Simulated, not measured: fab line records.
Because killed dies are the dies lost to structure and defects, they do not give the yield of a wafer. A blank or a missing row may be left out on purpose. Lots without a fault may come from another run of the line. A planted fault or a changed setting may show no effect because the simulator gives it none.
Struck lot and sound lot, side by side | flow n5Finfet | 19 out of 1938 route steps
Sound: wafers L402.2, L402.5, L402.6. Struck: wafer L404.3 (left out: L404.1, a lot-mate that was not struck); the cause follows at the end.
Per side, at each step with rows, come the tool, then ch with its chambers, and then its first start. Under that, the readings that differ: sound wafers | struck wafers | difference of the means | sigmas: that difference in standard deviations of wafers without a fault.
alike: a reading whose means differ by less than 2 such deviations, as well as words and numbers matching on both sides. not compared: withheld readings; readings where some wafer has no value; bounds like >300 that might hide an equal value; numbers whose values overlap and for which the record gives no deviation.
Wherever a step has rows on one side only, a row that says differs or no value, or a row with sigmas, the two part there. When numbers do not overlap yet have no deviation, they are printed without sigmas and do not part them. A reading missing from all wafers of one side parts the sides only when that side holds two or more wafers.

N5_BEOL_M11_CMP_52: polishes, stops on SiCOH lowk, t overpolish 7 s, target thk 140 nm.
  sound on cmp-03 ch 0,1,3, day 13 18:17; struck on cmp-04 ch 0, day 14 06:02
  alike: barrierFieldEndpointS, motorCurrentA, overpolishRunS, platenRpm, retainingRingPressureFrac, timeToEndpointS
N5_BEOL_M11_THK_MEAS_53: measures by xrf.
  struck on filmMetro-01, day 14 06:15; sound on filmMetro-02, day 13 18:31
  alike: M11_THK
then, 1 step without rows for these wafers: N5_BEOL_M11_PRE_CLEAN_55 (time 15 s).
N5_BEOL_M11_DEP_56: deposits SiCN from 3MS/NH3, target thk 30 nm, time 10.5 s.
  sound on pecvd-01 ch 0,1, day 13 18:34; struck on pecvd-01 ch 2, day 14 06:19
  alike: showerheadPlenumPTorr, throttleValvePct
N5_BEOL_M11_RS_MEAS_57: a four-point-probe measurement.
  struck on filmMetro-01, day 14 06:22; sound on filmMetro-01, day 13 18:38
  alike: M11_RS
N5_BEOL_M11_INSPECT_58: inspects for defects (darkfield).
  struck on defectInspect-01, day 14 06:24; sound on defectInspect-01, day 13 18:40
  alike: rawDefectCount
N5_BEOL_M12_ILD_DEP_00: deposits SiOC from DEMS/O2, target thk 658.92 nm, time 130.7 s.
  sound on pecvd-04 ch 0,2, day 13 18:42; struck on pecvd-02 ch 0, day 14 06:26
reading          | sound       | struck | difference | sigmas
heaterPowerW (W) | 457 365 533 | 712    | +260       | +3
  alike: showerheadPlenumPTorr, throttleValvePct
N5_BEOL_M12_THK_MEAS_01:
  struck on filmMetro-01, day 14 06:34; sound on filmMetro-01, day 13 18:50
  alike: M12_ILD_THK
then, 4 steps without rows for these wafers: N5_BEOL_M12_COAT_58 (time 60 s, resist thk 89 nm); N5_BEOL_M12_COAT_04 (resist thk 400 nm); N5_BEOL_M12_EBR_06; N5_BEOL_M12_SOFTBAKE_05 (time 60 s).
N5_BEOL_M12_EXPOSE_07: exposes mask V11.
  sound on krfScanner-01 ch 0, day 13 19:05; struck on krfScanner-02 ch 0, day 14 06:42
  alike: mask
then, 3 steps without rows for these wafers: N5_BEOL_M12_PEB_08 (peb time 90 s); N5_BEOL_M12_DEVELOP_09 (develop time 45 s); N5_BEOL_M12_HARDBAKE_14 (time 120 s).
N5_BEOL_M12_CD_MEAS_10 targets a cd of 140 nm.
  sound on cdSem-02 ch 0, day 13 19:16; struck on cdSem-02 ch 0, day 14 06:52
reading   | sound             | struck | difference | sigmas
cdNm (nm) | 141.0 143.7 142.0 | 124.8  | -17.4      | -9
N5_BEOL_M12_OVL_MEAS_11:
  sound on overlay-02 ch 0, day 13 19:17; struck on overlay-01 ch 0, day 14 06:54
  alike: V11_OVL
N5_PASSIVATION_PROBE_49:
  only the struck wafers here have rows in the record (prober-02, day 16 03:48); the sound ones have none

WHERE THEY PART
Earliest at N5_BEOL_M12_ILD_DEP_00; latest, in this record, at N5_PASSIVATION_PROBE_49.

WHY: what had been put in by the simulator
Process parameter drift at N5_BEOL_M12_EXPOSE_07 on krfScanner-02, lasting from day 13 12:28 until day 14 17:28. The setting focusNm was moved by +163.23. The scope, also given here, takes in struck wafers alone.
